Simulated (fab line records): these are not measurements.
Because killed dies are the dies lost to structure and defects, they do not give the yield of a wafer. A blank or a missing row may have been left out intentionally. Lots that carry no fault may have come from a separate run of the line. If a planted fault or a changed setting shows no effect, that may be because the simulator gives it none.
Split-lot study || flow n5Finfet || 39 wafers read from 7 lots, route of 1938 steps

## ABOUT THE SPLIT
At N5_BEOL_M15_ILD_DEP_00 (deposits SiO2 from TEOS/O2, target thk 1629.3 nm, time 346.1 s), the setting timeS was moved away from the recipe's 346.1 s on 15 of the 39 wafers read, by -32.4% to +59.3%. The other wafers ran this setting at the recipe's value.

## FROM THE SPLIT TO THE READING: what the file shows between them, 10 steps
- N5_BEOL_M15_THK_MEAS_01
- N5_BEOL_M15_COAT_58: time 60 s, resist thk 89 nm
- N5_BEOL_M15_COAT_04: resist thk 800 nm
- N5_BEOL_M15_DESCUM_15: chemistry O2, time 7.9 s
- N5_BEOL_M15_ETCH_59: etches BARC in N2/H2, target depth 89 nm, overetch 26.7 nm, time 67.9 s
- N5_BEOL_M15_VIA_ETCH_16: etches SiO2 in C4F8/O2/Ar, target depth 1792.2 nm
- N5_BEOL_M15_STRIP_63: strips in O2
- N5_BEOL_M15_STRIP_64: strips in O2
- N5_BEOL_M15_STRIP_65: strips in post etch residue remover, time 60 s
- N5_BEOL_M15_SRD_66: time 30 s, dry time 30 s

## THE READING
cdNm at N5_BEOL_M15_CD_MEAS_17, given in nm (cd target 360 nm). A value of 361.1 nm with a standard deviation of 1.4 nm is what fault-free wafers of this fab line usually give.

{"wafer": "L075.1", "tool, chamber at the split": "pecvd-03, 2", "timeS as run, s": 346.1, "against the recipe": "recipe", "cdNm, nm": 359.1, "against lot-mates on the recipe": "-"}
{"wafer": "L075.2", "tool, chamber at the split": "pecvd-03, 0", "timeS as run, s": 485.4, "against the recipe": "+40.2%", "cdNm, nm": 365.1, "against lot-mates on the recipe": "+5.0"}
{"wafer": "L075.3", "tool, chamber at the split": "pecvd-03, 1", "timeS as run, s": 485.4, "against the recipe": "+40.2%", "cdNm, nm": 367.2, "against lot-mates on the recipe": "+7.1"}
{"wafer": "L075.4", "tool, chamber at the split": "pecvd-03, 0", "timeS as run, s": 485.4, "against the recipe": "+40.2%", "cdNm, nm": 366.5, "against lot-mates on the recipe": "+6.4"}
{"wafer": "L075.5", "tool, chamber at the split": "pecvd-03, 1", "timeS as run, s": 346.1, "against the recipe": "recipe", "cdNm, nm": 360.9, "against lot-mates on the recipe": "-"}
{"wafer": "L075.6", "tool, chamber at the split": "pecvd-03, 2", "timeS as run, s": 346.1, "against the recipe": "recipe", "cdNm, nm": 360.4, "against lot-mates on the recipe": "-"}
{"wafer": "L077.1", "tool, chamber at the split": "pecvd-02, 1", "timeS as run, s": 346.1, "against the recipe": "recipe", "cdNm, nm": 359.3, "against lot-mates on the recipe": "-"}
{"wafer": "L077.2", "tool, chamber at the split": "pecvd-02, 2", "timeS as run, s": 346.1, "against the recipe": "recipe", "cdNm, nm": 360.8, "against lot-mates on the recipe": "-"}
{"wafer": "L077.4", "tool, chamber at the split": "pecvd-02, 1", "timeS as run, s": 346.1, "against the recipe": "recipe", "cdNm, nm": 361.0, "against lot-mates on the recipe": "-"}
{"wafer": "L083.1", "tool, chamber at the split": "pecvd-02, 0", "timeS as run, s": 479.2, "against the recipe": "+38.5%", "cdNm, nm": 367.3, "against lot-mates on the recipe": "+6.2"}
{"wafer": "L083.2", "tool, chamber at the split": "pecvd-02, 2", "timeS as run, s": 346.1, "against the recipe": "recipe", "cdNm, nm": 360.4, "against lot-mates on the recipe": "-"}
{"wafer": "L083.3", "tool, chamber at the split": "pecvd-02, 1", "timeS as run, s": 479.2, "against the recipe": "+38.5%", "cdNm, nm": 366.9, "against lot-mates on the recipe": "+5.8"}
{"wafer": "L083.4", "tool, chamber at the split": "pecvd-02, 2", "timeS as run, s": 346.1, "against the recipe": "recipe", "cdNm, nm": 361.8, "against lot-mates on the recipe": "-"}
{"wafer": "L083.5", "tool, chamber at the split": "pecvd-02, 1", "timeS as run, s": 479.2, "against the recipe": "+38.5%", "cdNm, nm": 366.7, "against lot-mates on the recipe": "+5.6"}
{"wafer": "L083.6", "tool, chamber at the split": "pecvd-02, 0", "timeS as run, s": 346.1, "against the recipe": "recipe", "cdNm, nm": 361.0, "against lot-mates on the recipe": "-"}
{"wafer": "L086.1", "tool, chamber at the split": "pecvd-01, 1", "timeS as run, s": 234.1, "against the recipe": "-32.4%", "cdNm, nm": 356.6, "against lot-mates on the recipe": -5.6}
{"wafer": "L086.2", "tool, chamber at the split": "pecvd-01, 0", "timeS as run, s": 234.1, "against the recipe": "-32.4%", "cdNm, nm": 356.1, "against lot-mates on the recipe": -6.1}
{"wafer": "L086.3", "tool, chamber at the split": "pecvd-01, 0", "timeS as run, s": 346.1, "against the recipe": "recipe", "cdNm, nm": 361.5, "against lot-mates on the recipe": "-"}
{"wafer": "L086.4", "tool, chamber at the split": "pecvd-01, 1", "timeS as run, s": 346.1, "against the recipe": "recipe", "cdNm, nm": 361.8, "against lot-mates on the recipe": "-"}
{"wafer": "L086.5", "tool, chamber at the split": "pecvd-01, 0", "timeS as run, s": 346.1, "against the recipe": "recipe", "cdNm, nm": 363.4, "against lot-mates on the recipe": "-"}
{"wafer": "L086.6", "tool, chamber at the split": "pecvd-01, 1", "timeS as run, s": 234.1, "against the recipe": "-32.4%", "cdNm, nm": 356.5, "against lot-mates on the recipe": -5.7}
{"wafer": "L090.1", "tool, chamber at the split": "pecvd-01, 2", "timeS as run, s": 346.1, "against the recipe": "recipe", "cdNm, nm": 362.1, "against lot-mates on the recipe": "-"}
{"wafer": "L090.2", "tool, chamber at the split": "pecvd-01, 1", "timeS as run, s": 399.4, "against the recipe": "+15.4%", "cdNm, nm": 364.3, "against lot-mates on the recipe": "+3.5"}
{"wafer": "L090.3", "tool, chamber at the split": "pecvd-01, 0", "timeS as run, s": 399.4, "against the recipe": "+15.4%", "cdNm, nm": 364.3, "against lot-mates on the recipe": "+3.5"}
{"wafer": "L090.4", "tool, chamber at the split": "pecvd-01, 0,2", "timeS as run, s": 346.1, "against the recipe": "recipe", "cdNm, nm": 360.4, "against lot-mates on the recipe": "-"}
{"wafer": "L090.5", "tool, chamber at the split": "pecvd-01, 1", "timeS as run, s": 399.4, "against the recipe": "+15.4%", "cdNm, nm": 364.5, "against lot-mates on the recipe": "+3.7"}
{"wafer": "L090.6", "tool, chamber at the split": "pecvd-01, 0,2", "timeS as run, s": 346.1, "against the recipe": "recipe", "cdNm, nm": 360.0, "against lot-mates on the recipe": "-"}
{"wafer": "L092.1", "tool, chamber at the split": "pecvd-01, 2", "timeS as run, s": 551.4, "against the recipe": "+59.3%", "cdNm, nm": 372.2, "against lot-mates on the recipe": "+9.9"}
{"wafer": "L092.2", "tool, chamber at the split": "pecvd-01, 0", "timeS as run, s": 346.1, "against the recipe": "recipe", "cdNm, nm": 360.6, "against lot-mates on the recipe": "-"}
{"wafer": "L092.3", "tool, chamber at the split": "pecvd-01, 1", "timeS as run, s": 346.1, "against the recipe": "recipe", "cdNm, nm": 363.0, "against lot-mates on the recipe": "-"}
{"wafer": "L092.4", "tool, chamber at the split": "pecvd-01, 0", "timeS as run, s": 551.4, "against the recipe": "+59.3%", "cdNm, nm": 373.3, "against lot-mates on the recipe": "+11.0"}
{"wafer": "L092.5", "tool, chamber at the split": "pecvd-01, 1", "timeS as run, s": 551.4, "against the recipe": "+59.3%", "cdNm, nm": 370.8, "against lot-mates on the recipe": "+8.5"}
{"wafer": "L092.6", "tool, chamber at the split": "pecvd-01, 2", "timeS as run, s": 346.1, "against the recipe": "recipe", "cdNm, nm": 363.3, "against lot-mates on the recipe": "-"}
{"wafer": "L095.1", "tool, chamber at the split": "pecvd-02, 0", "timeS as run, s": 346.1, "against the recipe": "recipe", "cdNm, nm": 361.3, "against lot-mates on the recipe": "-"}
{"wafer": "L095.2", "tool, chamber at the split": "pecvd-02, 1", "timeS as run, s": 346.1, "against the recipe": "recipe", "cdNm, nm": 360.0, "against lot-mates on the recipe": "-"}
{"wafer": "L095.3", "tool, chamber at the split": "pecvd-02, 2", "timeS as run, s": 346.1, "against the recipe": "recipe", "cdNm, nm": 359.6, "against lot-mates on the recipe": "-"}
{"wafer": "L095.4", "tool, chamber at the split": "pecvd-02, 2", "timeS as run, s": 346.1, "against the recipe": "recipe", "cdNm, nm": 360.7, "against lot-mates on the recipe": "-"}
{"wafer": "L095.5", "tool, chamber at the split": "pecvd-02, 1", "timeS as run, s": 346.1, "against the recipe": "recipe", "cdNm, nm": 362.4, "against lot-mates on the recipe": "-"}
{"wafer": "L095.6", "tool, chamber at the split": "pecvd-02, 0", "timeS as run, s": 346.1, "against the recipe": "recipe", "cdNm, nm": 360.8, "against lot-mates on the recipe": "-"}
The file does not say which wafer passed through which chamber wherever a row lists several chambers: such a row stands for several wafers.

FIT RESULTS
A straight line over all 39 wafers: cdNm changes by +0.162 nm for each +1% of timeS; r = +0.95; the points scatter about the line by 1.2 nm.
The same after taking each lot's own level away (the mean of its wafers on the recipe; 39 wafers): +0.165 nm for each +1%; r = +0.97; scatter 0.89 nm.
According to that fit, moving timeS by its largest amount changes the reading by 9.8 nm.
The span of the lots' own levels, 360.13 to 362.30 nm, comes to 1.5 times the standard deviation stated above.
Consequently the slope shifts little with the lot-to-lot level, the two slopes agreeing.
Check: with one of the wafers moved furthest among these (+59.3%) left out of the fit, the line predicts +9.72 nm for it against its lot-mates. Against them it came out at +9.9 nm.

## THE WHOLE CHAIN: every reading that the file lists as answering this split, in the file's order
{"step": "N5_BEOL_M15_ILD_DEP_00", "what it does": "deposits SiO2 from TEOS/O2, target thk 1629.3 nm, time 346.1 s", "reading": "SiO2_of_BEOL_M15_ILD_DEP_00.thkNm (the simulator's own value, which no gauge read)", "change (the file's fit)": "+16.3 nm for each +1% of the setting", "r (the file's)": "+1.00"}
{"step": "N5_BEOL_M15_THK_MEAS_01", "what it does": "", "reading": "M15_ILD_THK", "change (the file's fit)": "+16.3 for each +1% of the setting", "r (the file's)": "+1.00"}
{"step": "N5_BEOL_M15_VIA_ETCH_16", "what it does": "etches SiO2 in C4F8/O2/Ar, target depth 1792.2 nm", "reading": "etch.depthNm (the simulator's own value, which no gauge read)", "change (the file's fit)": "+16.3 nm for each +1% of the setting", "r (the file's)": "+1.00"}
{"step": "N5_BEOL_M15_VIA_ETCH_16", "what it does": "etches SiO2 in C4F8/O2/Ar, target depth 1792.2 nm", "reading": "coat_of_BEOL_M15_COAT_04.thkNm (the simulator's own value, which no gauge read)", "change (the file's fit)": "-3.86 nm for each +1% of the setting", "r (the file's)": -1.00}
{"step": "N5_BEOL_M15_CD_MEAS_17", "what it does": "target cd 360 nm", "reading": "cdNm", "change (the file's fit)": "+0.165 nm for each +1% of the setting", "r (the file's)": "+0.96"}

## FILE'S OWN FIT
cdNm changes by +0.165 nm for each +1% of timeS, r = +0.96.
